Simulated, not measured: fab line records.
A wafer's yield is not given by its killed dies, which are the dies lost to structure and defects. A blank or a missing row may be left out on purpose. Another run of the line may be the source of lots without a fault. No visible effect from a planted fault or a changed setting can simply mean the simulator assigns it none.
Matching of chambers || flow nand_harc || NHARC_P_GATE_ETCH_32 on rie_si-01 has 4 sister chambers
The step etches the open film in HBr/Cl2, target depth 150 nm, time 100.1 s. 4 wafers are shown with their chamber, then 7 later ones without.

## WAFERS WITH THEIR CHAMBER
{"wafer": "L082.2", "chamber": 2, "drypump_motor_current_A (A)": 6.6}
{"wafer": "L089.5", "chamber": 3, "drypump_motor_current_A (A)": 5.4}
{"wafer": "L091.2", "chamber": 1, "drypump_motor_current_A (A)": 5.0}
{"wafer": "L091.4", "chamber": 0, "drypump_motor_current_A (A)": 5.8}

## WAFERS WITH NO CHAMBER GIVEN
{"wafer": "L091.6", "drypump_motor_current_A (A)": 5.5}
{"wafer": "L092.1", "drypump_motor_current_A (A)": 5.8}
{"wafer": "L092.2", "drypump_motor_current_A (A)": 6.6}
{"wafer": "L092.4", "drypump_motor_current_A (A)": 5.0}
{"wafer": "L095.2", "drypump_motor_current_A (A)": 5.4}
{"wafer": "L095.5", "drypump_motor_current_A (A)": 5.7}
{"wafer": "L095.6", "drypump_motor_current_A (A)": 5.4}

## THE CHAMBER EACH PASSED THROUGH
{"wafer": "L091.6", "from the rows above": 3, "in truth": 3}
{"wafer": "L092.1", "from the rows above": 0, "in truth": 0}
{"wafer": "L092.2", "from the rows above": 2, "in truth": 2}
{"wafer": "L092.4", "from the rows above": 1, "in truth": 1}
{"wafer": "L095.2", "from the rows above": 3, "in truth": 3}
{"wafer": "L095.5", "from the rows above": 0, "in truth": 0}
{"wafer": "L095.6", "from the rows above": 3, "in truth": 3}
Correctly placed: 7 of 7. Number that these rows cannot place: 0. Wrongly placed: 0.
How it was worked out, from the rows above alone: a wafer's distance from a chamber is the root of the sum, over the readings, of the square of ((its reading less the chamber's mean) divided by the reading's scatter). The wafer belongs to the nearest chamber; if the next one is less than 2 further off, it can't be placed. A chamber's mean is the mean of its shown wafers. The scatter (one wafer shown for each chamber): square how far every hidden wafer sits from the nearest shown wafer, average those squares and take the square root.
